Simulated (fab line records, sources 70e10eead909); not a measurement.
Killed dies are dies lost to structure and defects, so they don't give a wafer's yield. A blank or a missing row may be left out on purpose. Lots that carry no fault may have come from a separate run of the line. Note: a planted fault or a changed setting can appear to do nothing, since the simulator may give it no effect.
Comparing a struck lot with a sound one ; flow nand harc ; 15 steps out of a route of 1159
Sound: wafers L328.2, L328.3, L328.4. Wafers struck: L334.1, L334.2, L334.4. The cause is named last.
For every step that has rows: the tool of each side, followed by ch and its chambers, followed by its first start. Under that, the readings that differ: sound wafers ; struck wafers ; difference of the means ; sigmas: that difference in standard deviations of wafers without a fault.
alike: a reading whose means differ by less than 2 such deviations, as well as words and numbers matching on both sides. not compared: withheld readings; readings where some wafer has no value; bounds like >300 that might hide an equal value; numbers whose values overlap and for which the record gives no deviation.
Wherever a step has rows on one side only, a row that says differs or no value, or a row with sigmas, the two part there. Numbers that don't overlap but have no deviation are shown without sigmas and don't part them. A reading that every wafer of one side lacks parts them only if that side has two wafers or more.

first, 1 step without rows for these wafers: NHARC_A_ONON_D1_DEP_03 (target thk 1000 nm).
NHARC_A_ONON_D1_THK_MEAS_05: measures by ellipsometry.
  sound: film metro-02 at day 9 14:06; struck: film metro-02 at day 10 21:03
reading;sound;struck;difference;sigmas
thk nm (nm);1006 1006 1007;985 986 982;-22;-2
then, no rows for these wafers at 1 step: NHARC_A_ONON_D1_DEP_06 (target thk 1000 nm).
NHARC_A_ONON_D1_THK_MEAS_08: measures by ellipsometry.
  sound: film metro-01 at day 9 14:40; struck: film metro-02 at day 10 21:54
  alike: thk nm
then, no rows for these wafers at 1 step: NHARC_A_ONON_D1_DEP_09 (target thk 1000 nm).
NHARC_A_ONON_D1_THK_MEAS_11: measures by ellipsometry.
  sound: film metro-02 at day 9 15:14; struck: film metro-01 at day 10 22:28
  alike: thk nm
then, no rows for these wafers at 1 step: NHARC_A_ONON_D1_DEP_12 (target thk 1000 nm).
NHARC_A_ONON_D1_THK_MEAS_14: measures by ellipsometry.
  sound: film metro-02 at day 9 15:49; struck: film metro-01 at day 10 23:02
  alike: thk nm
then, 2 steps without rows for these wafers: NHARC_A_ONON_D1_ANNEAL_15 (time 3600 s); NHARC_A_ONON_D1_DEP_16 (target thk 1000 nm).
NHARC_A_ONON_D1_THK_MEAS_18: measures by ellipsometry.
  sound: film metro-02 at day 9 23:42; struck: film metro-01 at day 11 06:07
  alike: thk nm
NHARC_A_ONON_D1_DEP_19: target thk 1000 nm.
  sound on pecvd onon-01 ch 0, day 9 23:49; struck on pecvd onon-02 ch 0, day 11 06:10
  alike: n2o flow sccm
NHARC_A_ONON_D1_THK_MEAS_21: measures by ellipsometry.
  sound: film metro-02 at day 10 00:16; struck: film metro-01 at day 11 06:41
reading;sound;struck;difference;sigmas
thk nm (nm);991 991 991;1577 1576 1578;+586;+70
then, no rows for these wafers at 1 step: NHARC_A_ONON_D1_DEP_22 (target thk 1000 nm).
-- break in the record here, with 11 days between the starts of the struck wafers on either side (left off in module A_ONON_D1, picked up again in module END, where the first step shown is number 1159 on the route) --
NHARC_END_SORT_01:
  here the record holds rows for the struck wafers (prober-02 ch 0, day 22 08:11) but none for the sound ones

## WHERE THEY PART
Last at NHARC_END_SORT_01 as far as this record goes, first at NHARC_A_ONON_D1_THK_MEAS_05.

WHY: what had been put in by the simulator
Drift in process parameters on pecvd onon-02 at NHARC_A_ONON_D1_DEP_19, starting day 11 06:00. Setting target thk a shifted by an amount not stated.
